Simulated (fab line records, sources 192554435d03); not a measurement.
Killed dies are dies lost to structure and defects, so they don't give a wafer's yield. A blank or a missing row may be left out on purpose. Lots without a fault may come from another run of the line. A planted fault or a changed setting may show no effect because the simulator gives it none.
fab line records | flow n5_finfet
record lots=5 wafers=14 last_day=17
route steps=1938 shown BEOL_M4@1100 BEOL_M5@1112 PASSIVATION@1936
lots that met no fault: from a run of the same line without faults
start_h: hours from the record's first day to the start of the lot's first wafer shown | wait_h: hours since the lot's step before | " the same as in the row above | L1.1+2: a row that stands for several wafers | - no value, or no start given | * or withheld: withheld | < > ~ a bound
route shown NAME@n: a module of which the file shows steps, and the number in the route of the first | usual: mean/standard deviation of fault-free wafers | same: alike in all rows | chamber/n: place in a boat | sites: the reading at each site | _std_site: their standard deviation | _edge_site: outer sites' mean less inner sites' | radius_mm: how far each site lies from the wafer's centre | mask NAME#n: copy n | behind: the tool/chamber that last shaped the wafer | hold: why the lot was held/for how many hours/how that ended | device: the transistor (n, p or np) that didn't switch | end of line: the same wafers' tests at the end of the route | a step without rows: its recipe alone | killed: dies lost to structure and defects at the first sort, not the wafer's yield | map: a wafer's dies, x killed, . not, _ none there
set.NAME: the setting as run; set.NAME@STEP: as run at that earlier step | model.NAME: the simulator's own value behind a step, which no gauge read
lots at some steps of the route; a table a step, a row a wafer
services: from which hour (start_h, from the record's first day; less than 0 if before it) a tool's chamber was out of use, for how many hours, and why
## steps
# step N5_BEOL_M4_SPUTTER_96
# recipe material=Cu target_thk_a=45 temp_c=-20 chamber_pressure_pa=0.07 power_w=withheld time_s=8.29
# step N5_BEOL_M4_ECD_50
# recipe material=Cu target_thk_a=3000
# step N5_BEOL_M4_ANNEAL_51
# recipe temp_c=225 time_s=90 ambient=N2
# step N5_BEOL_M4_CMP_52
# recipe stop_on=SiOC t_overpolish_s=6.8 down_force_psi=1 platen_rpm=50 clearing_platen_down_force_psi=1.5 clearing_platen_rpm=50 post_cmp_clean=cu_alkaline target_thk_nm=40 clearing_platen_pad_velocity_m_s=0.99484 pad_velocity_m_s=0.99484
# step N5_BEOL_M4_THK_MEAS_53
# recipe thk_meas_gauge=xrf reads=Cu_of_BEOL_M4_ECD_50
# usual M4_THK=40.9/1.7
# columns lot.wafer tool chamber start_h wait_h M4_THK[nm]
L613.1 film_metro-01 - 174.58 - 40.1
L613.3 " - " " 41.8
L613.4 " - " " 41.2
L619.1 film_metro-01 - 205.65 - 40.4
L619.3 " - " " 42.1
L619.6 " - " " 39.9
L627.2 film_metro-01 - 261.91 - 39.3
L627.3 " - " " 40.9
L627.6 " - " " 39.8
L628.1 film_metro-01 - 263.86 - 45.6
L628.5 " - " " 44.8
L636.4 film_metro-02 - 314.49 - 37.7
L636.5 " - " " 39.9
L636.6 " - " " 39.5
# step N5_BEOL_M4_PRE_CLEAN_60
# recipe gas=NH3/H2 time_s=15 temp_c=* rf_power_w=300
# step N5_BEOL_M4_CO_CAP_55
# recipe material=Co target_thk_a=20 temp_c=200 precursor=CCTBA/H2 pressure_torr=30 time_s=102.1
# step N5_BEOL_M4_PRE_CLEAN_56
# recipe gas=NH3 time_s=15 temp_c=withheld rf_power_w=300
# step N5_BEOL_M4_DEP_57
# recipe material=SiCN target_thk_a=80 temp_c=withheld precursor=3MS/NH3 pressure_torr=3 rf_w=202 time_s=14
# usual showerhead_plenum_p_Torr=3.662/0.017 showerhead_vpp_V=883/38 throttle_valve_pct=8.9/0.55
# columns lot.wafer tool chamber start_h wait_h showerhead_plenum_p_Torr showerhead_vpp_V throttle_valve_pct
L613.1 pecvd-04 0 174.78 0.0 3.649 872 9.8
L613.3 " 1 " " 3.678 886 9.0
L613.4 " 1 " " 3.692 892 8.9
L619.1 pecvd-01 0 205.85 0.0 3.657 862 8.9
L619.3 " 0 " " 3.659 867 8.9
L619.6 " 1 " " 3.645 837 9.0
L627.2 pecvd-03 1 262.12 0.0 3.662 891 8.2
L627.3 " 1 " " 3.666 877 8.3
L627.6 " 1 " " 3.666 880 8.3
L628.1 pecvd-04 0 264.08 0.0 3.650 847 10.2
L628.5 " 2 " " 3.652 897 8.7
L636.4 pecvd-01 0 314.71 0.0 3.660 864 9.1
L636.5 " 2 " " 3.650 955 8.4
L636.6 " 1 " " 3.649 830 9.0
# step N5_BEOL_M4_RS_MEAS_58
# recipe thk_meas_gauge=four-point-probe reads=Co_of_BEOL_M4_CO_CAP_55+Cu_of_BEOL_M4_ECD_50+Co_of_BEOL_M4_CVD_47+TaN_of_BEOL_M4_ALD_84
# usual M4_RS=0.67/0.037
# columns lot.wafer tool chamber start_h wait_h M4_RS[ohm/sq]
L613.1 film_metro-02 - 174.84 0.0 0.69
L613.3 " - " " 0.65
L613.4 " - " " 0.67
L619.1 film_metro-01 - 205.94 0.1 0.68
L619.3 " - " " 0.64
L619.6 " - " " 0.69
L627.2 film_metro-01 - 262.20 0.1 0.70
L627.3 " - " " 0.67
L627.6 " - " " 0.69
L628.1 film_metro-01 - 264.14 0.0 0.57
L628.5 " - " " 0.58
L636.4 film_metro-02 - 314.76 0.0 0.74
L636.5 " - " " 0.69
L636.6 " - " " 0.70
# step N5_BEOL_M4_INSPECT_59
# recipe inspect_instrument=darkfield mode=post_dep
# usual raw_defect_count=88/31
# columns lot.wafer tool chamber start_h wait_h raw_defect_count
L613.1 defect_inspect-02 - 174.87 0.0 57
L613.3 " - " " 86
L613.4 " - " " 68
L619.1 defect_inspect-01 - 205.96 0.0 70
L619.3 " - " " 110
L619.6 " - " " 86
L627.2 defect_inspect-02 - 262.23 0.0 70
L627.3 " - " " 90
L627.6 " - " " 92
L628.1 defect_inspect-01 - 264.17 0.0 91
L628.5 " - " " 102
L636.4 defect_inspect-01 - 314.79 0.0 100
L636.5 " - " " 75
L636.6 " - " " 101
# step N5_BEOL_M4_RC_MEAS_101
# usual DIBL_N=36.2/2 DIBL_P=36.1/2.4 IOFF_N=0.16/0.035 IOFF_P=0.22/0.041 ION_N=675/14 ION_P=465/8.6 SS_N=71.5/0.64 SS_P=73.2/0.76 VT_N=250/3.9 VT_P=-249/3.4
# columns lot.wafer tool chamber start_h wait_h DIBL_N[mV/V] DIBL_P[mV/V] IOFF_N[nA/um] IOFF_P[nA/um] ION_N[uA/um] ION_P[uA/um] SS_N[mV/dec] SS_P[mV/dec] VT_N[mV] VT_P[mV]
L613.1 prober-02 0 174.89 0.0 37.8 35.9 0.18 0.20 681 456 71.7 73.5 249 -251
L613.3 " 0 " " 38.3 37.9 0.21 0.25 699 473 72.1 73.6 246 -247
L613.4 " 0 " " 35.1 33.2 0.14 0.17 670 455 70.4 73.0 250 -252
L619.1 prober-01 0 205.99 0.0 37.3 37.2 0.18 0.24 675 465 72.0 73.2 247 -249
L619.3 " 0 " " 35.4 36.0 0.14 0.23 678 473 71.4 73.2 252 -247
L619.6 " 0 " " 35.6 36.1 0.15 0.23 677 464 71.3 73.7 250 -247
L627.2 prober-01 0 262.41 0.2 37.3 35.4 0.16 0.21 664 455 71.4 73.5 249 -248
L627.3 " 0 " " 34.5 33.3 0.13 0.19 674 474 71.1 72.5 249 -247
L627.6 " 0 " " 36.0 34.2 0.14 0.19 682 467 70.9 73.3 250 -250
L628.1 prober-02 0 264.19 0.0 36.1 36.4 0.16 0.22 680 467 71.8 72.4 249 -249
L628.5 " 0 " " 40.5 41.2 0.26 0.30 701 474 73.4 74.6 243 -246
L636.4 prober-01 0 315.28 0.5 33.0 33.1 0.11 0.15 665 453 70.3 72.6 258 -256
L636.5 " 0 " " 33.5 33.3 0.12 0.15 671 453 70.7 72.2 255 -256
L636.6 " 0 " " 34.9 34.8 0.13 0.17 675 459 71.2 73.0 254 -254
# step N5_BEOL_M5_ILD_DEP_00
# recipe material=SiCOH_lowk target_thk_a=1406.4 temp_c=300 precursor=DEMS/porogen pressure_torr=5 rf_w=500 time_s=25.9
# usual heater_power_w=289/43 showerhead_plenum_p_Torr=5.735/0.019 showerhead_vpp_V=1390/54 throttle_valve_pct=13.6/0.63
# columns lot.wafer tool chamber start_h wait_h heater_power_w showerhead_plenum_p_Torr showerhead_vpp_V throttle_valve_pct model.SiCOH_lowk_of_BEOL_M5_ILD_DEP_00.thk_nm
L613.1 pecvd-02 2 175.86 0.8 254 5.688 1389 13.2 137.4
L613.3 " 0 " " 291 5.733 1326 14.7 136
L613.4 " 2 " " 258 5.702 1398 13.2 140.2
L619.1 pecvd-01 1 206.95 0.8 278 5.714 1285 14.1 136.8
L619.3 " 0 " " 269 5.728 1373 13.6 143
L619.6 " 0 " " 280 5.734 1391 13.6 143
L627.2 pecvd-02 1 263.21 0.7 298 5.732 1364 13.4 136.8
L627.3 " 0 " " 305 5.738 1343 14.5 136.4
L627.6 " 2 " " 293 5.689 1410 13.2 141.2
L628.1 pecvd-02 2 265.17 0.8 266 5.701 1417 12.9 99.4
L628.5 " 1 " " 314 5.725 1404 13.9 139.2
L636.4 pecvd-03 1 315.79 0.4 192 5.761 1364 12.6 141.6
L636.5 " 2 " " 240 5.739 1460 13.3 138.2
L636.6 " 0 " " 285 5.766 1411 13.4 142.8
# step N5_BEOL_M5_CURE_79
# recipe temp_c=385 time_s=240 ambient=He/Ar material=SiCOH_lowk
# step N5_BEOL_M5_THK_MEAS_01
# recipe reads=SiCOH_lowk_of_BEOL_M5_ILD_DEP_00
# usual M5_ILD_THK=120.6/1.9
# columns lot.wafer tool chamber start_h wait_h M5_ILD_THK[nm]
L613.1 film_metro-01 - 176.43 0.4 118.1
L613.3 " - " " 117.0
L613.4 " - " " 120.7
L619.1 film_metro-01 - 207.54 0.4 117.7
L619.3 " - " " 123.1
L619.6 " - " " 123.1
L627.2 film_metro-02 - 263.79 0.4 117.6
L627.3 " - " " 117.3
L627.6 " - " " 121.4
L628.1 film_metro-01 - 265.74 0.4 85.3
L628.5 " - " " 119.8
L636.4 film_metro-02 - 316.83 0.4 121.8
L636.5 " - " " 118.8
L636.6 " - " " 122.9
# step N5_BEOL_M5_PECVD_70
# recipe material=SiO2 target_thk_a=160 temp_c=400 precursor=TEOS/O2 pressure_torr=5.5 rf_w=450 teos_flow_sccm=53.8 gas=O2 flow_sccm=3000 time_s=18
# usual heater_power_w=674/88 showerhead_plenum_p_Torr=8.76/0.073 showerhead_vpp_V=1316/56 throttle_valve_pct=21.8/0.97
# columns lot.wafer tool chamber start_h wait_h heater_power_w showerhead_plenum_p_Torr showerhead_vpp_V throttle_valve_pct
L613.1 pecvd-03 1 176.47 0.0 621 8.83 1308 20.6
L613.3 " 0 " " 742 8.86 1323 21.9
L613.4 " 1 " " 488 8.78 1310 20.4
L619.1 pecvd-01 0 207.58 0.0 608 8.76 1274 21.9
L619.3 " 0 " " 592 8.74 1255 21.9
L619.6 " 0 " " 600 8.78 1288 21.8
L627.2 pecvd-03 2 263.82 0.0 611 8.82 1366 21.3
L627.3 " 1 " " 613 8.81 1291 20.2
L627.6 " 1 " " 601 8.77 1295 20.5
L628.1 pecvd-01 1 265.77 0.0 629 8.70 1246 22.8
L628.5 " 2 " " 935 8.70 1415 20.9
L636.4 pecvd-03 1 316.88 0.1 539 8.80 1301 20.6
L636.5 " 2 " " 606 8.80 1391 21.1
L636.6 " 0 " " 802 8.90 1331 22.0
# step N5_BEOL_M5_HM_DEP_02
# recipe material=TiN target_thk_a=200 temp_c=25 chamber_pressure_pa=0.49996
# usual chamber_pressure_pa=0.5000/0.00093 throttle_valve_pct=30.4/0.87
# columns lot.wafer tool chamber start_h wait_h chamber_pressure_pa throttle_valve_pct
L613.1 pvd_sputter-03 - 177.24 0.8 0.5005 30.7
L613.3 " - " " 0.4993 30.8
L613.4 " - " " 0.5003 30.4
L619.1 pvd_sputter-02 - 208.60 1.0 0.5002 31.1
L619.3 " - " " 0.4992 29.3
L619.6 " - " " 0.4999 31.0
L627.2 pvd_sputter-01 - 266.43 2.6 0.4995 29.5
L627.3 " - " " 0.5008 30.4
L627.6 " - " " 0.4995 30.3
L628.1 pvd_sputter-01 - 267.19 1.4 0.5005 30.2
L628.5 " - " " 0.4997 30.3
L636.4 pvd_sputter-02 - 317.19 0.3 0.4986 31.0
L636.5 " - " " 0.4980 32.7
L636.6 " - " " 0.4997 29.4
# step N5_BEOL_M5_COAT_59
# recipe resist=SOC temp_c=250 time_s=60 spin_rpm=1500 resist_thk_nm=60
# step N5_BEOL_M5_COAT_60
# recipe resist=SiARC temp_c=220 time_s=60 spin_rpm=1500 resist_thk_nm=12
# step N5_BEOL_M5_COAT_71
# recipe resist=underlayer temp_c=205 time_s=60 spin_rpm=1500 resist_thk_nm=5
# step N5_BEOL_M5_COAT_05
# recipe resist=CAR-EUV spin_rpm=1500 resist_thk_nm=30
# step N5_BEOL_M5_EBR_07
# recipe solvent=PGMEA ebr_width_mm=1.5
# step N5_BEOL_M5_SOFTBAKE_06
# recipe temp_c=110 time_s=60 resist=CAR-EUV
# step N5_BEOL_M5_EXPOSE_08
# recipe mask_id=M5 na=0.33 source_shape=annular sigma_inner=0.4 sigma_outer=0.8 polarization=unpolarized target_cd_nm=28 dose_mj=35.75
# step N5_BEOL_M5_PEB_09
# recipe peb_temp_c=100 peb_time_s=60 resist=CAR-EUV
# step N5_BEOL_M5_DEVELOP_10
# recipe develop_time_s=30 developer=TMAH resist=CAR-EUV rinse_liquid=surfactant_rinse dry=air_spin dev_temp_c=23
# step N5_BEOL_M5_CD_MEAS_11
# recipe target_cd_nm=27.74 landing_energy_ev=500 detector=se_inlens
# usual cd_nm=28.07/0.27
# columns lot.wafer tool chamber start_h wait_h cd_nm
L613.1 cd_sem-01 0 177.63 - 28.19
L613.3 " 0 " " 27.84
L613.4 " 0 " " 27.87
L619.1 cd_sem-02 0 209.11 - 28.70
L619.3 " 0 " " 28.39
L619.6 " 0 " " 28.42
L627.2 cd_sem-01 0 266.82 - 28.42
L627.3 " 0 " " 27.64
L627.6 " 0 " " 28.39
L628.1 cd_sem-02 0 267.58 - 27.91
L628.5 " 0 " " 27.70
L636.4 cd_sem-03 0 317.71 - 28.35
L636.5 " 0 " " 27.89
L636.6 " 0 " " 28.41
# step N5_BEOL_M5_OVL_MEAS_12
# recipe points_per_wafer=522
# usual M5_OVL=-0.2/0.59
# columns lot.wafer tool chamber start_h wait_h M5_OVL[nm]
L613.1 overlay-02 0 177.66 0.0 -1.2
L613.3 " 0 " " 0.0
L613.4 " 0 " " -0.6
L619.1 overlay-02 0 209.14 0.0 0.4
L619.3 " 0 " " 0.6
L619.6 " 0 " " 0.6
L627.2 overlay-02 0 266.86 0.0 -1.2
L627.3 " 0 " " -0.7
L627.6 " 0 " " -0.6
L628.1 overlay-02 0 267.61 0.0 0.5
L628.5 " 0 " " -0.6
L636.4 overlay-01 0 317.76 0.0 -1.2
L636.5 " 0 " " -0.3
L636.6 " 0 " " -0.8
# step N5_BEOL_M5_INSPECT_13
# recipe mode=adi inspect_instrument=brightfield
# usual raw_defect_count=458/98
# columns lot.wafer tool chamber start_h wait_h raw_defect_count
L613.1 defect_inspect-02 - 177.72 0.1 613
L613.3 " - " " 586
L613.4 " - " " 647
L619.1 defect_inspect-02 - 209.20 0.1 299
L619.3 " - " " 445
L619.6 " - " " 498
L627.2 defect_inspect-02 - 266.92 0.1 527
L627.3 " - " " 585
L627.6 " - " " 508
L628.1 defect_inspect-02 - 267.67 0.1 482
L628.5 " - " " 524
L636.4 defect_inspect-01 - 317.80 0.0 628
L636.5 " - " " 533
L636.6 " - " " 516
# step N5_BEOL_M5_DESCUM_16
# recipe chemistry=O2 time_s=7 source_power_w=50 bias_power_w=20 pressure_mtorr=20 rf_frequency_hz=2.712e+07 temp_c=40 resist=CAR-EUV o2_flow_sccm=225
# usual bias_power_w=20.00/0.059 drypump_motor_current_A=5.8/0.34 oes_product_au=0.77/0.066 rf_vpp_V=242.4/1.6 showerhead_plenum_p_Torr=2.05/0.082 throttle_valve_pct=20.5/0.44
# columns lot.wafer tool chamber start_h wait_h bias_power_w drypump_motor_current_A oes_product_au rf_hours_counter_h rf_vpp_V showerhead_plenum_p_Torr throttle_valve_pct
L613.1 rie_diel-05 3 177.77 0.0 19.91 5.9 0.77 149 244.1 2.16 20.6
L613.3 " 2 " " 19.97 6.0 0.75 135 239.8 1.92 20.1
L613.4 " 1 " " 20.12 5.5 0.72 205 241.1 2.03 21.3
L619.1 rie_diel-06 1 209.24 0.0 20.01 5.7 0.71 224 242.0 1.98 20.8
L619.3 " 2 " " 19.96 5.6 0.76 158 243.2 2.17 20.1
L619.6 " 2 " " 19.97 5.6 0.76 - 243.3 2.17 20.1
L627.2 rie_diel-05 1 267.30 0.4 19.97 5.4 0.70 231 241.4 2.02 21.3
L627.3 " 3 " " 20.06 6.0 0.75 175 244.1 2.15 20.6
L627.6 " 1 " " 19.92 5.4 0.70 - 241.6 2.02 21.3
L628.1 rie_diel-05 3 269.12 1.5 20.06 5.9 0.75 177 243.0 2.15 20.6
L628.5 " 2 " " 19.95 6.0 0.73 - 238.6 1.91 20.1
L636.4 rie_diel-05 3 317.99 0.2 20.07 5.9 0.74 193 243.2 2.14 20.7
L636.5 " 0 " " 19.99 5.5 0.84 - 241.4 2.03 20.1
L636.6 " 1 " " 20.04 5.4 0.69 - 241.7 2.01 21.3
# step N5_BEOL_M5_ETCH_72
# recipe chemistry=N2/H2 target=underlayer target_depth_a=65 mask_material=CAR-EUV time_s=5.2 ion_energy_ev=200 pressure_mtorr=30 source_w=840 bias_w=150 n2_flow_sccm=200 h2_flow_sccm=200 ends=cleared
# step N5_BEOL_M5_ETCH_61
# recipe chemistry=CF4 target=SiARC target_depth_a=156 mask_material=CAR-EUV time_s=26 ion_energy_ev=80 pressure_mtorr=40 source_w=545 bias_w=36 Ar_flow_sccm=100 cf4_flow_sccm=100 ends=cleared
# step N5_BEOL_M5_ETCH_62
# recipe chemistry=N2/H2 target=SOC target_depth_a=750 overetch_a=150 mask_material=SiARC temp_c=40 time_s=112.5 ion_energy_ev=200 pressure_mtorr=30 source_w=840 bias_w=150 n2_flow_sccm=200 h2_flow_sccm=200
# usual drypump_motor_current_A=5.8/0.34 h2_flow_sccm=200.0/0.65 oes_product_au=0.60/0.056 rf_vpp_V=522/3.3 showerhead_plenum_p_Torr=2.48/0.11 throttle_valve_pct=17.9/0.35
# columns lot.wafer tool chamber start_h wait_h drypump_motor_current_A h2_flow_sccm oes_product_au rf_hours_counter_h rf_vpp_V showerhead_plenum_p_Torr throttle_valve_pct
L613.1 rie_diel-05 3 177.85 0.0 6.0 200.1 0.61 149 527 2.65 18.1
L613.3 " 2 " " 6.0 198.5 0.60 135 520 2.35 17.6
L613.4 " 1 " " 5.5 200.8 0.56 205 521 2.41 18.3
L619.1 rie_diel-06 1 209.32 0.0 5.7 200.0 0.57 224 521 2.40 18.1
L619.3 " 2 " " 5.6 199.8 0.58 158 529 2.66 17.8
L619.6 " 2 " " 5.6 200.2 0.59 - 526 2.66 17.8
L627.2 rie_diel-05 1 267.38 0.0 5.5 199.7 0.54 231 518 2.40 18.4
L627.3 " 3 " " 5.9 200.0 0.60 176 527 2.64 18.2
L627.6 " 1 " " 5.5 199.9 0.54 - 519 2.40 18.4
L628.1 rie_diel-05 3 269.20 0.0 5.9 200.6 0.59 177 528 2.64 18.2
L628.5 " 2 " " 6.0 199.2 0.59 - 519 2.34 17.6
L636.4 rie_diel-05 3 318.07 0.0 5.9 200.3 0.59 193 527 2.63 18.2
L636.5 " 0 " " 5.5 199.5 0.66 - 522 2.45 17.4
L636.6 " 1 " " 5.5 199.9 0.53 - 520 2.40 18.4
# step N5_BEOL_M5_STRIP_63
# recipe chemistry=N2/H2 temp_c=40 n2_flow_sccm=200 h2_flow_sccm=200 rf_frequency_hz=6e+07
# step N5_BEOL_M5_STRIP_73
# recipe chemistry=N2/H2 temp_c=40 n2_flow_sccm=200 h2_flow_sccm=200 rf_frequency_hz=6e+07
# step N5_BEOL_M5_STRIP_64
# recipe chemistry=CF4 resist=SiARC power_w=300 bias_power_w=75 pressure_mtorr=50 cf4_flow_sccm=150 rf_frequency_hz=6e+07
# step N5_BEOL_M5_HM_OPEN_17
# recipe chemistry=Cl2/BCl3 target_depth_a=200 overetch_a=60 target=TiN mask_material=SOC ion_energy_ev=150 pressure_mtorr=10 icp_w=1000 bias_w=126 Cl2_flow_sccm=53.25 bcl3_flow_sccm=21.75 Ar_flow_sccm=25
# step N5_BEOL_M5_STRIP_19
# recipe chemistry=O2 power_w=400 temp_c=40 pressure_mtorr=30 rf_frequency_hz=6e+07 bias_power_w=0 overash_fraction=0.2 o2_flow_sccm=225
# step N5_BEOL_M5_CD_MEAS_18
# recipe pitch_nm=56 target_cd_nm=28
# usual cd_nm=27.9/0.39
# columns lot.wafer tool chamber start_h wait_h cd_nm
L613.1 cd_sem-01 - 178.20 0.0 27.9
L613.3 " - " " 27.5
L613.4 " - " " 28.4
L619.1 cd_sem-03 - 209.66 0.0 28.2
L619.3 " - " " 28.6
L619.6 " - " " 28.6
L627.2 cd_sem-02 - 267.88 0.1 28.5
L627.3 " - " " 27.8
L627.6 " - " " 28.2
L628.1 cd_sem-03 - 269.69 0.0 27.4
L628.5 " - " " 27.4
L636.4 cd_sem-03 - 318.43 0.0 28.0
L636.5 " - " " 28.1
L636.6 " - " " 28.2
# step N5_BEOL_M5_COAT_65
# recipe resist=SOC temp_c=250 time_s=60 spin_rpm=1500 resist_thk_nm=60
# step N5_BEOL_M5_COAT_66
# recipe resist=SiARC temp_c=220 time_s=60 spin_rpm=1500 resist_thk_nm=12
# step N5_BEOL_M5_COAT_74
# recipe resist=underlayer temp_c=205 time_s=60 spin_rpm=1500 resist_thk_nm=5
# step N5_BEOL_M5_CMP_52
# recipe stop_on=SiCOH_lowk t_overpolish_s=6.9 down_force_psi=1 platen_rpm=50 clearing_platen_down_force_psi=1.5 clearing_platen_rpm=50 post_cmp_clean=cu_alkaline target_thk_nm=62 clearing_platen_pad_velocity_m_s=0.99484 pad_velocity_m_s=0.99484
# usual edge_zone_pressure_frac=1.000/0.0049 motor_current_A=6.2/0.76
# columns lot.wafer tool chamber start_h wait_h edge_zone_pressure_frac motor_current_A model.SiCOH_lowk_of_BEOL_M5_ILD_DEP_00.thk_nm
L613.4 cmp-04 0 188.36 0.2 0.997 5.8 117.6
L613.1 " 1 " " 1.000 5.7 115.2
L613.3 " 2 " " 0.999 6.3 114
L619.1 cmp-04 3 220.35 0.3 0.997 7.2 114.8
L619.3 " 1 " " 0.999 5.6 120
L619.6 " 3 " " 0.995 6.8 120
L627.3 cmp-01 2 276.95 0.2 1.008 6.4 114.4
L627.2 " 3 " " 0.999 6.5 114.6
L627.6 " 2 " " 1.008 6.5 118.4
L628.1 cmp-01 1 278.19 0.3 0.990 6.4 82.2
L628.5 " 2 " " 0.993 6.6 116.8
L636.4 cmp-01 1 327.50 0.2 1.005 6.5 118.8
L636.6 " 3 " " 0.993 6.1 120
L636.5 " 0 " " 1.005 5.3 115.8
# step N5_PASSIVATION_PROBE_49
# usual defect_limited_yield=91.1/1.4 killed_at_M0_to_M3=36/9.9 killed_at_M4_up=13/5.8 killed_at_contacts=14/5.9 killed_at_front_end=39/11 killed_at_other=3.4/2.9 killed_dies=105/17 killed_open=70/13 killed_short=34/7.3 sort_bin_5_function=5.3/1 sort_bin_6_memory=3.3/0.62 sort_n_pass=1075/17 sort_yield_pct=91.1/1.4
# same gross_dies=1180 killed_at_back_side=0 sort_bin_4_leakage[%]=0 sort_bin_8_speed[%]=0
# columns lot.wafer tool chamber start_h wait_h defect_limited_yield[%] killed_at_M0_to_M3 killed_at_M4_up killed_at_contacts killed_at_front_end killed_at_other killed_dies killed_open killed_short sort_bin_5_function[%] sort_bin_6_memory[%] sort_n_pass sort_yield_pct[%]
L619.1 prober-02 - 314.57 0.0 89.0 48 20 14 46 2 130 95 32 7.3 3.3 1050 89.0
L619.3 prober-02 - 314.67 0.1 89.4 57 12 14 39 3 125 93 31 6.8 3.7 1055 89.4
L619.6 prober-02 - 314.82 0.3 90.8 37 18 10 43 0 108 76 31 5.2 3.7 1072 90.8
L627.2 prober-02 - 384.63 0.1 91.7 30 13 19 36 0 98 67 29 4.5 3.6 1082 91.7
L627.3 prober-02 - 384.68 0.1 93.6 21 8 13 32 2 76 54 20 4.1 2.3 1104 93.6
L627.6 prober-02 - 384.83 0.3 92.8 32 11 9 28 5 85 56 28 4.3 2.6 1095 92.8
# killed by level:class
L619.1 FIN_SAQP:geometric_particle:open=15 BEOL_M1:geometric_particle:open=14 MOL_CONTACT_COAG:geometric_particle:open=11 FIN_SAQP:geometric_particle:short=9 BEOL_M4:geometric_particle:open=9 BEOL_M0_SAQP:geometric_particle:short=8 STI_FIN_REVEAL:geometric_particle:open=7 DUMMY_GATE:geometric_particle:open=6
L619.3 BEOL_M3:geometric_particle:open=20 FIN_SAQP:geometric_particle:open=17 BEOL_M1:geometric_particle:open=13 MOL_CONTACT_COAG:geometric_particle:open=11 BEOL_M0:geometric_particle:open=8 BEOL_M0_SAQP:geometric_particle:short=7 DUMMY_GATE:geometric_particle:open=5 STARTING-WAFER:geometric_particle:short=5
L619.6 BEOL_M1:geometric_particle:open=9 BEOL_M2:geometric_particle:open=9 FIN_SAQP:geometric_particle:open=7 DUMMY_GATE:geometric_particle:open=7 MOL_CONTACT_COAG:geometric_particle:open=7 BEOL_M0_SAQP:geometric_particle:open=7 FIN_SAQP:geometric_particle:short=6 GATE_CUT:geometric_particle:short=5
L627.2 MOL_CONTACT_COAG:geometric_particle:open=17 FIN_SAQP:geometric_particle:open=9 BEOL_M0_SAQP:geometric_particle:short=9 BEOL_M0_SAQP:geometric_particle:open=9 FIN_SAQP:geometric_particle:short=6 BEOL_M2:geometric_particle:open=6 BEOL_M3:geometric_particle:open=4 BEOL_M8:geometric_particle:open=4
L627.3 MOL_CONTACT_COAG:geometric_particle:open=10 FIN_SAQP:geometric_particle:open=8 DUMMY_GATE:geometric_particle:open=5 BEOL_M0_SAQP:geometric_particle:open=5 BEOL_M0_SAQP:geometric_particle:short=5 STI_FIN_REVEAL:geometric_particle:open=4 FIN_SAQP:geometric_particle:short=3 MOL_CONTACT_COAG:geometric_particle:short=3
L627.6 BEOL_M0_SAQP:geometric_particle:short=9 DUMMY_GATE:geometric_particle:open=8 MOL_CONTACT_COAG:geometric_particle:open=8 BEOL_M0_SAQP:geometric_particle:open=7 BEOL_M2:geometric_particle:open=7 ILD0:geometric_particle:open=5 BEOL_M2:geometric_particle:short=4 STARTING-WAFER:geometric_particle:short=4
## services
# columns tool chamber start_h hours kind
pvd_sputter-01 - 163.99 2.8 repair
pecvd-03 - 168.28 1.8 repair
cmp-04 - 171.79 2.0 repair
cmp-01 - 181.28 0.8 repair
cmp-04 - 188.62 1.3 repair
cmp-04 - 191.40 0.7 repair
cmp-01 - 199.65 4.0 pm
pecvd-04 - 205.06 9.1 repair
cmp-04 - 220.54 7.4 pm
pecvd-02 1 221.97 20.4 repair
cmp-01 - 248.64 0.6 repair
cmp-01 - 251.86 0.9 repair
rie_diel-05 0 261.54 19.9 repair
pecvd-03 0 262.05 7.4 repair
rie_diel-06 2 264.89 6.7 repair
pecvd-03 2 266.43 2.0 repair
cmp-01 - 270.30 3.7 repair
cmp-04 - 280.31 0.6 repair
rie_diel-05 - 298.29 4.3 pm
pecvd-04 - 303.32 1.0 repair
rie_diel-06 2 307.35 1.8 repair
rie_diel-06 2 309.34 9.4 repair
cmp-04 - 312.68 0.7 repair
pecvd-04 - 319.57 2.8 pm
## key
first_sign step=N5_BEOL_M5_THK_MEAS_01 reading=M5_ILD_THK direction=down sigmas=18 usual=120.6 struck=85.3
effect none on later readings
model_effect step=N5_BEOL_M5_ILD_DEP_00 value=SiCOH_lowk_of_BEOL_M5_ILD_DEP_00.thk_nm without=137.8 struck=99.4
model_effect step=N5_BEOL_M5_CMP_52 value=SiCOH_lowk_of_BEOL_M5_ILD_DEP_00.thk_nm without=115.6 struck=82.2
met_at N5_BEOL_M5_ILD_DEP_00
struck_wafers L628.1
onset_between 263.21 265.17
fault kind=process_parameter_drift tool=pecvd-02 chamber=- onset_h=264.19 steps=N5_BEOL_M5_ILD_DEP_00 channel=time_s offset=* shape=step end_h=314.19 scope=struck_wafers_only acts_in=* stated=*
